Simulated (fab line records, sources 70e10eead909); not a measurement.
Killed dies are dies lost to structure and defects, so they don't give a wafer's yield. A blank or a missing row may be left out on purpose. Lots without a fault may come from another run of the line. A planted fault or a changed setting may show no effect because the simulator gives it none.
A struck lot beside a sound one | flow nand_harc | 14 steps out of a route of 1302
Sound: wafers L403.1, L403.4, L403.5. Struck: wafer L415.6. (L415.3 of the same lot was not struck and is left out.) The cause comes at the end.
At each step with rows: each side's tool, then ch and its chambers, then its first start. Under that, the readings that differ: sound wafers | struck wafers | difference of the means | sigmas: that difference in standard deviations of wafers without a fault.
alike: readings whose means differ by less than 2 such deviations, and words and numbers that are the same on both sides. not compared: withheld readings, readings that some wafer has no value for, bounds like >300 that may hide the same value, and numbers for which the record gives no deviation and whose values overlap.
The two part at a step that has a row with sigmas, a row that says differs or no value, or rows on one side only. Numbers that don't overlap but have no deviation are shown without sigmas and don't part them. A reading that every wafer of one side lacks parts them only if that side has two wafers or more.

first, 4 steps without rows for these wafers: NHARC_P_M2_EBR_05; NHARC_P_M2_EXPOSE_06 (exposes mask P M2, target cd 170 nm); NHARC_P_M2_PEB_07 (peb time 65 s); NHARC_P_M2_DEVELOP_08 (develop time 35 s).
NHARC_P_M2_CD_MEAS_09: target cd 170 nm.
  sound on cd_sem-01 ch 0, day 8 11:32; struck on cd_sem-03 ch 0, day 13 11:04
  alike: cd_nm
NHARC_P_M2_OVL_MEAS_10: pitch 340 nm.
  sound on overlay-01, day 8 11:37; struck on overlay-01, day 13 11:08
  alike: overlay_x_nm, overlay_y_nm
NHARC_P_M2_INSPECT_11:
  sound on defect_inspect-01, day 8 11:40; struck on defect_inspect-01, day 13 11:11
  alike: raw_defect_count
NHARC_P_M2_DESCUM_14: chemistry O2, time 3 s.
  sound on rie_diel-10 ch 0,1, day 8 11:44; struck on rie_diel-05 ch 0, day 13 11:14
  reading                         | sound                | struck | difference | sigmas
  showerhead_plenum_p_Torr (Torr) | 2.06 2.06 2.01       | 1.80   | -0.24      | -3
  throttle_valve_pct (%)          | 11.307 11.293 11.297 | 11.323 | +0.024     | +2
  alike: drypump_motor_current_A, oes_product_au, rf_vpp_V
  not compared: rf_hours_counter_h
NHARC_P_M2_ETCH_35: etches the open film in N2/H2, target depth 40 nm, overetch 12 nm, time 43.94 s.
  sound on rie_diel-10 ch 0,1,3, day 8 11:50; struck on rie_diel-05 ch 3, day 13 11:20
  alike: bias_w, drypump_motor_current_A, oes_product_au, rf_fwd_power_W, rf_vpp_V, showerhead_plenum_p_Torr, throttle_valve_pct
  not compared: rf_hours_counter_h
NHARC_P_M2_ETCH_15: etches the open film in C4F8/Ar, target depth 182.5 nm, time 91.2 s.
  sound on rie_diel-10 ch 0,1; struck on rie_diel-05 ch 0
  reading      | sound             | struck | difference | sigmas
  rf_vpp_V (V) | 445.5 445.2 444.3 | 437.8  | -7.2       | -3
  alike: bias_w, oes_product_au, rf_fwd_power_W
  not compared: rf_hours_counter_h
NHARC_P_M2_CD_MEAS_16:
  sound on cd_sem-03, day 8 12:04; struck on cd_sem-02, day 13 11:33
  alike: cd_nm
NHARC_P_M2_STRIP_18: strips in N2/H2.
  sound on rie_diel-03 ch 1,3, day 8 12:13; struck on rie_diel-03 ch 1, day 13 11:37
  alike: drypump_motor_current_A, oes_product_au, rf_fwd_power_W, rf_vpp_V, showerhead_plenum_p_Torr, throttle_valve_pct
  not compared: rf_hours_counter_h
NHARC_P_M2_ETCH_28: etches the open film in CF4/N2, target depth 30 nm, time 72.99 s.
  sound on rie_diel-03 ch 0,3, day 8 12:26; struck on rie_diel-03 ch 1, day 13 11:53
  reading               | sound             | struck | difference | sigmas
  oes_product_au (a.u.) | 0.984 0.997 0.989 | 0.865  | -0.125     | -9
  alike: bias_w, drypump_motor_current_A, rf_fwd_power_W, rf_vpp_V, showerhead_plenum_p_Torr, throttle_valve_pct
  not compared: rf_hours_counter_h
then, 1 step without rows for these wafers: NHARC_P_M2_STRIP_19 (strips in post etch residue remover, time 600 s).

WHERE THEY PART
First at NHARC_P_M2_DESCUM_14; last, within this record, at NHARC_P_M2_ETCH_28.

WHY: what the simulator had put in
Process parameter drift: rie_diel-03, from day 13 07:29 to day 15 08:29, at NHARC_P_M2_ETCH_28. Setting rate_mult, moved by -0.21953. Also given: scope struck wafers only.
